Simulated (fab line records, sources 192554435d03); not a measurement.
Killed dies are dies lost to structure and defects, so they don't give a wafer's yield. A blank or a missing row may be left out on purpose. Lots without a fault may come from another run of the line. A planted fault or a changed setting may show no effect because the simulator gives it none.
Problem report in the 8D (eight disciplines) form, filled by code | flow n5_finfet | the parts of the form that need people (team, actions taken, sign-off) are left out

1. THE PROBLEM
bias_w at N5_BEOL_M5_ETCH_72 reads a mean of 144.3 W on 2 wafers of 1 lot; wafers without a fault read 150.0 W with a standard deviation of 0.5. That is -11 standard deviations from the usual mean.
The step: etches underlayer in N2/H2, target depth 6.5 nm, time 5.2 s.
First seen on wafer L826.4, day 11 16:06, on rie_diel-06. The record holds 15 wafers of 5 lots with a number at this step. Rule for "out", or "out of limits": more than 4 standard deviations from the usual mean. The other wafers with a number count as sound.

2. WHAT IT IS AND WHAT IT IS NOT
question                    | is                | is not
which readings at this step | bias_w, rf_vpp_V  | drypump_motor_current_A, oes_product_au, rf_fwd_power_W, showerhead_plenum_p_Torr, throttle_valve_pct
which lots                  | L826              | L817, L825, L832, L837
which wafers of those lots  | L826.4, L826.6    | L826.5
read on which tools         | rie_diel-06       | rie_diel-01, rie_diel-03
when                        | from day 11 16:06 | up to then (7 sound wafers); but 6 sound wafers of L832, L837 came after

3. SUSPECTS, AND WHAT RULES EACH OUT
Counting: a tool at a process step up to the reading stays a suspect if it ran every lot that is out. Sound lots after the first of them don't rule it out here, since some wafers of a struck lot are sound.
- rie_diel-06 at N5_BEOL_M5_DESCUM_16 (chemistry O2, time 7 s): kept. It ran the lot that is out, L826 (day 11 16:04); its last sound lot up to then is L817 (day 8 18:53).
- rie_diel-06 at N5_BEOL_M5_ETCH_72 (etches underlayer in N2/H2, target depth 6.5 nm, time 5.2 s): kept. It ran the lot that is out, L826 (day 11 16:06); its last sound lot up to then is L817 (day 8 18:56). Its own readings are out on those wafers: bias_w, rf_vpp_V.
- Within rie_diel-06 at N5_BEOL_M5_DESCUM_16: the wafers that are out ran in chamber 1; their sound lot-mates ran in chamber 0.
- Within rie_diel-06 at N5_BEOL_M5_ETCH_72: the wafers that are out ran in chamber 1; their sound lot-mates ran in chamber 0.
Left after counting: rie_diel-06 at N5_BEOL_M5_DESCUM_16, rie_diel-06 at N5_BEOL_M5_ETCH_72.

4. THE CAUSE (what the simulator had put in)
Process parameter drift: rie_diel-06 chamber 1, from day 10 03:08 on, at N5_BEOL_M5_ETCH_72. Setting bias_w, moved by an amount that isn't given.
Counting left 2 suspects, and this tool is among them.

5. THE CHAIN OF EFFECTS, in route order
Each row: a reading whose mean over the struck wafers that have a number lies more than 3 standard deviations from the usual. Only readings for which the record gives a usual standard deviation are gone through. hours: the time from each lot's start at the first step in this table that gives one to its start at this step, as a median over the lots. sigmas: the change in usual standard deviations.
hours | step               | reading  | usual   | on struck wafers | change | sigmas
0     | N5_BEOL_M5_ETCH_72 | bias_w   | 150.0 W | 144.3            | -5.7   | -11
0     | N5_BEOL_M5_ETCH_72 | rf_vpp_V | 522.4 V | 505.9            | -16.5  | -8.2
The process steps in it:
- N5_BEOL_M5_ETCH_72: etches underlayer in N2/H2, target depth 6.5 nm, time 5.2 s.

6. WHAT WOULD HAVE CAUGHT IT SOONER
In this record the first reading out of limits was taken at day 11 16:06, 37 hours after the fault began at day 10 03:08.
